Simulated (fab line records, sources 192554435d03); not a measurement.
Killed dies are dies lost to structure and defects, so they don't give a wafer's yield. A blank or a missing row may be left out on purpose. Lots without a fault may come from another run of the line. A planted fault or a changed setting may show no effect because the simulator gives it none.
fab line records | flow n5_finfet | part 2 of 2: steps 29 to 34 of 34
record lots=5 wafers=15 last_day=16
route steps=1938 shown BEOL_M7@1317 BEOL_M8@1332
lots that met no fault: from a run of the same line without faults
start_h: hours from the record's first day to the start of the lot's first wafer shown | wait_h: hours since the lot's step before | " the same as in the row above | L1.1+2: a row that stands for several wafers | - no value, or no start given | * or withheld: withheld | < > ~ a bound
route shown NAME@n: a module of which the file shows steps, and the number in the route of the first | usual: mean/standard deviation of fault-free wafers | same: alike in all rows | chamber/n: place in a boat | sites: the reading at each site | _std_site: their standard deviation | _edge_site: outer sites' mean less inner sites' | radius_mm: how far each site lies from the wafer's centre | mask NAME#n: copy n | behind: the tool/chamber that last shaped the wafer | hold: why the lot was held/for how many hours/how that ended | device: the transistor (n, p or np) that didn't switch | end of line: the same wafers' tests at the end of the route | a step without rows: its recipe alone | killed: dies lost to structure and defects at the first sort, not the wafer's yield | map: a wafer's dies, x killed, . not, _ none there
set.NAME: the setting as run; set.NAME@STEP: as run at that earlier step | model.NAME: the simulator's own value behind a step, which no gauge read
lots at some steps of the route; a table a step, a row a wafer
services: from which hour (start_h, from the record's first day; less than 0 if before it) a tool's chamber was out of use, for how many hours, and why
## steps
# step N5_BEOL_M8_CD_MEAS_11
# recipe target_cd_nm=38.5 landing_energy_ev=500 detector=se_inlens polarity=opening
# usual cd_nm=38.4/0.51
# columns lot.wafer tool chamber start_h wait_h cd_nm
L077.1 cd_sem-02 0 213.61 - 38.7
L077.3 " 0 " " 37.5
L077.4 " 0 " " 38.9
L080.3 cd_sem-02 0 229.39 - 39.2
L080.5 " 0 " " 39.0
L080.6 " 0 " " 39.2
L083.1 cd_sem-03 0 253.84 - 38.0
L083.2 " 0 " " 38.6
L083.6 " 0 " " 38.4
L089.2 cd_sem-01 0 292.43 - 38.2
L089.3 " 0 " " 38.1
L089.4 " 0 " " 38.2
L094.4 cd_sem-01 0 316.39 - 38.3
L094.5 " 0 " " 38.7
L094.6 " 0 " " 37.9
# step N5_BEOL_M8_OVL_MEAS_12
# recipe points_per_wafer=44
# usual M8_OVL=-0.3/0.62
# columns lot.wafer tool chamber start_h wait_h M8_OVL[nm]
L077.1 overlay-02 0 213.64 0.0 -0.2
L077.3 " 0 " " 0.3
L077.4 " 0 " " 0.4
L080.3 overlay-02 0 229.42 0.0 -1.3
L080.5 " 0 " " -2.2
L080.6 " 0 " " -0.9
L083.1 overlay-01 0 253.87 0.0 0.2
L083.2 " 0 " " 0.7
L083.6 " 0 " " -0.1
L089.2 overlay-02 0 292.46 0.0 -0.1
L089.3 " 0 " " -0.7
L089.4 " 0 " " 0.1
L094.4 overlay-02 0 316.42 0.0 -0.7
L094.5 " 0 " " -0.8
L094.6 " 0 " " -2.1
# step N5_BEOL_M8_INSPECT_13
# recipe mode=adi inspect_instrument=brightfield
# usual raw_defect_count=433/100
# columns lot.wafer tool chamber start_h wait_h raw_defect_count
L077.1 defect_inspect-02 - 213.66 0.0 480
L077.3 " - " " 395
L077.4 " - " " 451
L080.3 defect_inspect-02 - 229.45 0.0 504
L080.5 " - " " 341
L080.6 " - " " 385
L083.1 defect_inspect-02 - 253.89 0.0 460
L083.2 " - " " 545
L083.6 " - " " 400
L089.2 defect_inspect-01 - 292.48 0.0 390
L089.3 " - " " 574
L089.4 " - " " 389
L094.4 defect_inspect-01 - 316.44 0.0 403
L094.5 " - " " 417
L094.6 " - " " 435
# step N5_BEOL_M8_DESCUM_16
# recipe chemistry=O2 time_s=7.9 source_power_w=50 bias_power_w=20 pressure_mtorr=20 rf_frequency_hz=2.712e+07 temp_c=40 resist=CAR-ArF o2_flow_sccm=225
# usual bias_power_w=20.01/0.067 drypump_motor_current_A=5.7/0.49 oes_product_au=0.76/0.068 rf_vpp_V=243.3/0.99 showerhead_plenum_p_Torr=2.12/0.047 throttle_valve_pct=20.6/0.31
# columns lot.wafer tool chamber start_h wait_h bias_power_w drypump_motor_current_A oes_product_au rf_hours_counter_h rf_vpp_V showerhead_plenum_p_Torr throttle_valve_pct
L077.1 rie_diel-05 0 213.80 0.1 20.08 5.5 0.77 133 242.5 2.10 20.7
L077.3 " 3 " " 19.96 5.5 0.81 104 243.7 2.22 20.4
L077.4 " 2 " " 19.93 4.9 0.73 198 243.6 2.17 20.2
L080.3 rie_diel-06 0 229.48 0.0 20.10 6.4 0.68 222 242.8 2.08 20.9
L080.5 " 1 " " 19.96 5.7 0.67 - 244.2 2.17 20.7
L080.6 " 0 " " 20.07 6.4 0.69 - 243.3 2.08 20.9
L083.1 rie_diel-06 2 254.75 0.9 20.00 5.5 0.75 147 242.4 2.08 20.3
L083.2 " 3 " " 19.92 5.7 0.80 115 243.8 2.11 20.7
L083.6 " 2 " " 19.97 5.5 0.75 - 242.7 2.08 20.3
L089.2 rie_diel-05 2 292.58 0.1 19.94 4.9 0.70 227 244.7 2.16 20.2
L089.3 " 0 " " 20.10 5.5 0.76 161 242.6 2.09 20.8
L089.4 " 3 " " 20.05 5.5 0.78 131 246.0 2.21 20.4
L094.4 rie_diel-02 2 316.49 0.0 19.92 5.1 0.68 - 243.4 2.08 21.0
L094.5 " 3 " " 19.94 5.9 0.72 - 242.7 2.09 20.8
L094.6 " 1 " " 19.96 6.3 0.93 - 240.4 2.04 19.8
# step N5_BEOL_M8_ETCH_61
# recipe chemistry=CF4 target=SiARC target_depth_a=455 mask_material=CAR-ArF time_s=75.8 ion_energy_ev=80 pressure_mtorr=40 source_w=545 bias_w=36 Ar_flow_sccm=100 cf4_flow_sccm=100 ends=cleared
# usual cf4_flow_sccm=100.01/0.3 drypump_motor_current_A=5.7/0.49 etch_rf_on_time_s=75.3/1.4 oes_product_au=0.65/0.059 rf_vpp_V=184.3/1 showerhead_plenum_p_Torr=2.16/0.04 throttle_valve_pct=15.72/0.27
# columns lot.wafer tool chamber start_h wait_h cf4_flow_sccm drypump_motor_current_A etch_rf_on_time_s oes_product_au rf_hours_counter_h rf_vpp_V showerhead_plenum_p_Torr throttle_valve_pct
L077.1 rie_diel-05 0 213.84 0.0 100.18 5.5 72.7 0.67 133 184.9 2.15 15.89
L077.3 " 3 " " 100.21 5.5 75.8 0.69 104 184.5 2.24 15.40
L077.4 " 2 " " 100.01 4.9 76.4 0.62 198 184.9 2.21 15.42
L080.3 rie_diel-06 0 229.51 0.0 99.77 6.4 75.8 0.59 222 183.3 2.12 16.00
L080.5 " 1 " " 99.97 5.7 74.5 0.59 - 184.8 2.20 15.82
L080.6 " 0 " " 100.17 6.4 75.3 0.60 - 185.2 2.12 16.01
L083.1 rie_diel-06 2 254.78 0.0 99.98 5.5 76.0 0.64 147 183.7 2.15 15.60
L083.2 " 3 " " 100.12 5.7 75.3 0.69 115 183.8 2.16 15.75
L083.6 " 2 " " 99.57 5.5 76.8 0.64 - 185.1 2.15 15.60
L089.2 rie_diel-05 2 292.61 0.0 99.90 4.9 76.8 0.60 227 185.9 2.20 15.49
L089.3 " 0 " " 100.24 5.5 73.6 0.64 161 184.5 2.14 15.94
L089.4 " 3 " " 100.60 5.5 75.5 0.66 131 186.1 2.23 15.47
L094.4 rie_diel-02 2 316.54 0.0 99.65 5.1 78.5 0.58 - 183.1 2.13 16.15
L094.5 " 3 " " 100.47 5.9 75.3 0.62 - 184.3 2.13 16.01
L094.6 " 1 " " 99.64 6.3 74.9 0.79 - 182.1 2.10 15.06
# step N5_BEOL_M8_ETCH_62
# recipe chemistry=N2/H2 target=SOC target_depth_a=1100 overetch_a=220 mask_material=SiARC temp_c=40 time_s=165 ion_energy_ev=200 pressure_mtorr=30 source_w=840 bias_w=150 n2_flow_sccm=200 h2_flow_sccm=200
# usual drypump_motor_current_A=5.7/0.49 oes_product_au=0.65/0.055 rf_vpp_V=524.5/1.7 showerhead_plenum_p_Torr=2.56/0.058 throttle_valve_pct=17.92/0.25
# columns lot.wafer tool chamber start_h wait_h drypump_motor_current_A oes_product_au rf_hours_counter_h rf_vpp_V showerhead_plenum_p_Torr throttle_valve_pct
L077.1 rie_diel-05 0 213.89 0.0 5.5 0.64 133 523.9 2.54 17.91
L077.3 " 3 " " 5.5 0.68 104 527.5 2.66 17.61
L077.4 " 2 " " 4.9 0.61 198 526.6 2.64 17.66
L080.3 rie_diel-06 0 229.57 0.0 6.4 0.59 222 524.2 2.51 18.27
L080.5 " 1 " " 5.7 0.58 - 526.4 2.61 17.86
L080.6 " 0 " " 6.4 0.59 - 522.3 2.51 18.28
L083.1 rie_diel-06 2 254.84 0.0 5.5 0.64 147 523.8 2.55 17.82
L083.2 " 3 " " 5.7 0.68 115 524.7 2.55 17.97
L083.6 " 2 " " 5.5 0.64 - 524.7 2.55 17.81
L089.2 rie_diel-05 2 292.67 0.0 4.9 0.60 227 525.8 2.62 17.70
L089.3 " 0 " " 5.5 0.62 161 523.2 2.53 17.95
L089.4 " 3 " " 5.4 0.66 131 526.8 2.65 17.66
L094.4 rie_diel-02 2 316.64 0.1 5.1 0.59 - 522.3 2.50 18.21
L094.5 " 3 " " 5.9 0.62 - 525.2 2.53 18.25
L094.6 " 1 " " 6.3 0.78 - 520.5 2.50 17.32
## services
# columns tool chamber start_h hours kind
ecd_cu-02 - 187.02 7.1 pm
pecvd-01 - 195.58 6.0 pm
uv_cure-03 - 197.14 0.9 repair
rie_diel-06 3 211.16 15.1 repair
cvd_co-01 0 211.71 6.2 repair
pecvd-04 - 218.53 6.0 pm
arfi_scanner-01 - 221.91 1.5 pm
rie_diel-02 2 226.34 13.2 repair
pecvd-03 2 228.10 7.4 repair
rie_diel-06 1 233.21 4.6 repair
ecd_cu-02 - 239.71 3.4 repair
rie_diel-06 - 242.52 0.3 repair
cmp-01 - 245.17 0.8 repair
uv_cure-03 - 247.21 7.5 pm
arfi_scanner-01 - 268.99 0.8 pm
uv_cure-03 - 269.23 9.7 repair
pecvd-04 0 272.73 8.0 repair
pecvd-01 0 276.77 4.4 repair
uv_cure-02 - 278.54 2.1 pm
uv_cure-03 - 286.11 7.5 pm
pecvd-04 - 286.91 2.5 repair
rie_diel-06 0 289.58 6.3 repair
rie_diel-05 3 300.97 6.5 repair
pecvd-03 - 305.30 1.0 repair
